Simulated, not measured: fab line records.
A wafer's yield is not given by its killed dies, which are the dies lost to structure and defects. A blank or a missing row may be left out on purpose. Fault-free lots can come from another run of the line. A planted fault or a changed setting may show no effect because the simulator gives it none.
Matching of chambers | flow n5Finfet | rieDiel-01 running N5_BEOL_M12_VIA_ETCH_16: 4 sister chambers
The step etches SiOC in C4F8/O2/Ar, target depth 724.8 nm. 24 wafers are shown with their chamber, then 12 later ones without.

## WAFERS, EACH WITH ITS CHAMBER
wafer  | chamber | showerheadPlenumPTorr (Torr) | throttleValvePct (%) | drypumpMotorCurrentA (A)
L076.1 | 2       | 3.58                         | 24.61                | 5.1
L076.4 | 1       | 3.35                         | 24.04                | 5.7
L076.6 | 2       | 3.58                         | 24.62                | 5.1
L077.2 | 2       | 3.57                         | 24.62                | 5.1
L077.5 | 3       | 3.58                         | 23.88                | 6.5
L077.6 | 0       | 3.35                         | 24.33                | 5.6
L078.1 | 0       | 3.35                         | 24.33                | 5.7
L078.2 | 3       | 3.58                         | 23.90                | 6.5
L078.4 | 2       | 3.57                         | 24.62                | 5.2
L081.2 | 3       | 3.58                         | 23.89                | 6.5
L081.4 | 0       | 3.35                         | 24.34                | 5.6
L081.5 | 1       | 3.34                         | 24.07                | 5.8
L080.2 | 0       | 3.35                         | 24.32                | 5.6
L080.3 | 3       | 3.58                         | 23.89                | 6.5
L080.4 | 2       | 3.57                         | 24.62                | 5.1
L084.2 | 3       | 3.57                         | 23.91                | 6.5
L084.5 | 2       | 3.57                         | 24.61                | 5.1
L084.6 | 1       | 3.34                         | 24.05                | 5.8
L087.1 | 3       | 3.57                         | 23.92                | 6.5
L087.3 | 2       | 3.56                         | 24.63                | 5.2
L087.5 | 2       | 3.56                         | 24.65                | 5.2
L089.2 | 1       | 3.33                         | 24.09                | 5.7
L089.3 | 2       | 3.56                         | 24.64                | 5.1
L089.5 | 2       | 3.56                         | 24.64                | 5.2

SIGNATURES (averages over the wafers above)
reading               | chamber 0 | chamber 1 | chamber 2 | chamber 3 | scatter within a chamber
showerheadPlenumPTorr | 3.3500    | 3.3400    | 3.5680    | 3.5767    | 0.00668
throttleValvePct      | 24.3300   | 24.0625   | 24.6260   | 23.8983   | 0.0148
drypumpMotorCurrentA  | 5.625     | 5.750     | 5.140     | 6.500     | 0.0456
Rule: a wafer's distance from a chamber is the root of the sum, over the readings, of the square of ((its reading less the chamber's mean) divided by the reading's scatter). If the next closest chamber is less than 2 further off than the closest, the wafer can't be placed; otherwise it belongs to the closest. How the scatter is found: for the shown wafers, subtract from each reading the mean of its chamber, square and add these, divide the total by (wafers less chambers), then take the root.

## WAFERS MISSING THEIR CHAMBER
wafer  | showerheadPlenumPTorr (Torr) | throttleValvePct (%) | drypumpMotorCurrentA (A)
L092.1 | 3.34                         | 24.07                | 5.6
L092.2 | 3.57                         | 23.93                | 6.5
L092.5 | 3.34                         | 24.08                | 5.6
L094.2 | 3.55                         | 24.66                | 5.1
L094.3 | 3.34                         | 24.07                | 5.6
L094.4 | 3.33                         | 24.08                | 5.7
L095.1 | 3.34                         | 24.07                | 5.6
L095.4 | 3.55                         | 24.66                | 5.1
L095.5 | 3.55                         | 24.67                | 5.1
L097.1 | 3.32                         | 24.11                | 5.8
L097.3 | 3.33                         | 24.10                | 5.7
L097.5 | 3.33                         | 24.10                | 5.7

## EACH ONE'S CHAMBER
wafer  | from the rows above | in truth
L092.1 | 1                   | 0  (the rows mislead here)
L092.2 | 3                   | 3
L092.5 | 1                   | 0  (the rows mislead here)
L094.2 | 2                   | 2
L094.3 | 1                   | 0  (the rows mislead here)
L094.4 | 1                   | 1
L095.1 | 1                   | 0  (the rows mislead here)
L095.4 | 2                   | 2
L095.5 | 2                   | 2
L097.1 | 1                   | 1
L097.3 | 1                   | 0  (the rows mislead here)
L097.5 | 1                   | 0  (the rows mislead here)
Placed correctly: 6 of 12. Can't be placed from these rows: 0. Placed wrongly: 6.
